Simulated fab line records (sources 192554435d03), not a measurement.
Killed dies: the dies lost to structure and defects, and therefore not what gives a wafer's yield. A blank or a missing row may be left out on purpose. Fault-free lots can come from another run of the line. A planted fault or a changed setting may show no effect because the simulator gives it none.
Which tool was responsible? :: flow n5-finfet :: 29 wafers from 10 lots sampled at 3 of the route's 1938 steps

## WHAT EACH GAUGE READ, for each wafer
N5_BEOL_M4_RC_MEAS_101.
lot: L526
measured: day 8 11:50
on: prober-01
RS_NWELL (ohm/sq): 1034 1037

lot: L527
measured: day 8 20:54
on: prober-02
RS_NWELL (ohm/sq): 1044 1036 1037

lot: L534
measured: day 10 20:43
on: prober-01
RS_NWELL (ohm/sq): 1039 1044 1037

lot: L539
measured: day 11 01:46
on: prober-01
RS_NWELL (ohm/sq): 1048 1040 1038

lot: L541
measured: day 11 17:25
on: prober-01
RS_NWELL (ohm/sq): 1290 1299 1298

lot: L543
measured: day 12 15:25
on: prober-02
RS_NWELL (ohm/sq): 1290 1299 1295

lot: L544
measured: day 12 16:11
on: prober-01
RS_NWELL (ohm/sq): 1299 1296 1301

lot: L546
measured: day 13 10:24
on: prober-02
RS_NWELL (ohm/sq): 1041 1033 1029

lot: L547
measured: day 13 12:01
on: prober-01
RS_NWELL (ohm/sq): 1036 1035 1033

lot: L548
measured: day 13 14:08
on: prober-01
RS_NWELL (ohm/sq): 1033 1036 1028

## WHAT TOOL EACH LOT RAN ON (gives the tool, then ch and the chambers of the sampled wafers, and finally the start)
lot: L526
N5_WELL_APT_DESCUM_13: rie-diel-03 ch 1, day 1 13:38
N5_WELL_APT_IMPLANT_14: implanter-01 ch 0, day 1 13:46

lot: L527
N5_WELL_APT_DESCUM_13: rie-diel-01 ch 0,3, day 1 19:51
N5_WELL_APT_IMPLANT_14: implanter-02 ch 0, day 1 20:01

lot: L534
N5_WELL_APT_DESCUM_13: rie-diel-05 ch 0,1, day 3 13:47
N5_WELL_APT_IMPLANT_14: implanter-02 ch 0, day 3 13:55

lot: L539
N5_WELL_APT_DESCUM_13: rie-diel-03 ch 2,3, day 4 19:55
N5_WELL_APT_IMPLANT_14: implanter-02 ch 0, day 4 20:01

lot: L541
N5_WELL_APT_DESCUM_13: rie-diel-01 ch 0,2,3, day 5 09:04
N5_WELL_APT_IMPLANT_14: implanter-02 ch 0, day 5 09:12

lot: L543
N5_WELL_APT_DESCUM_13: rie-diel-05 ch 0,1, day 5 20:29
N5_WELL_APT_IMPLANT_14: implanter-02 ch 0, day 5 20:37

lot: L544
N5_WELL_APT_DESCUM_13: rie-diel-05 ch 0,2,3, day 6 01:46
N5_WELL_APT_IMPLANT_14: implanter-02 ch 0, day 6 01:54

lot: L546
N5_WELL_APT_DESCUM_13: rie-diel-03 ch 0,1,3, day 6 13:42
N5_WELL_APT_IMPLANT_14: implanter-01 ch 0, day 6 13:48

lot: L547
N5_WELL_APT_DESCUM_13: rie-diel-03 ch 1,2,3, day 6 20:33
N5_WELL_APT_IMPLANT_14: implanter-01 ch 0, day 6 20:39

lot: L548
N5_WELL_APT_DESCUM_13: rie-diel-05 ch 0,3, day 7 01:38
N5_WELL_APT_IMPLANT_14: implanter-01 ch 0, day 7 01:44
- N5_WELL_APT_DESCUM_13: chemistry O2, time 7.9 s.
- N5_WELL_APT_IMPLANT_14

## THE ANSWER, worked out from the rows above alone
Rule: the usual values come from the lots themselves. The widest of any qualifying gaps counts: lots, ordered by their means at a reading, are off when they make up no more than a third of the lots, leave a main group of 4 or more, and stand apart from it by 3 or more times the standard deviation of that group's means. Not used: any main group whose means are identical at the precision the tables above print for the reading. A lot without any number at a reading at which 4 lots or more have one is off too. All remaining lots with rows at the step are treated as sound.
Off: at N5_BEOL_M4_RC_MEAS_101 (RS_NWELL), L541, L543, L544. For the main group the mean is 1037 ohm/sq and the standard deviation 3.3.
If a tool, at a process step before that reading, ran all the lots that are off and no sound lot after the first of them, it fits. Those tools and the gauges at N5_BEOL_M4_RC_MEAS_101 are tried in the same way. One fits: N5_WELL_APT_IMPLANT_14 on implanter-02. A fault onset in the window from L539 (day 4 20:01, its last sound lot) to L541 (day 5 09:12, its first lot off) fits.

## WHAT HAD BEEN PUT IN BY THE SIMULATOR
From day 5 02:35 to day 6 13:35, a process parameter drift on implanter-02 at N5_WELL_APT_IMPLANT_14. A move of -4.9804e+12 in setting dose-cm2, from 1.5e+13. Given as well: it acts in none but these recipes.
Struck lots among those shown: L541, L543, L544. The rule given above showed the same thing.
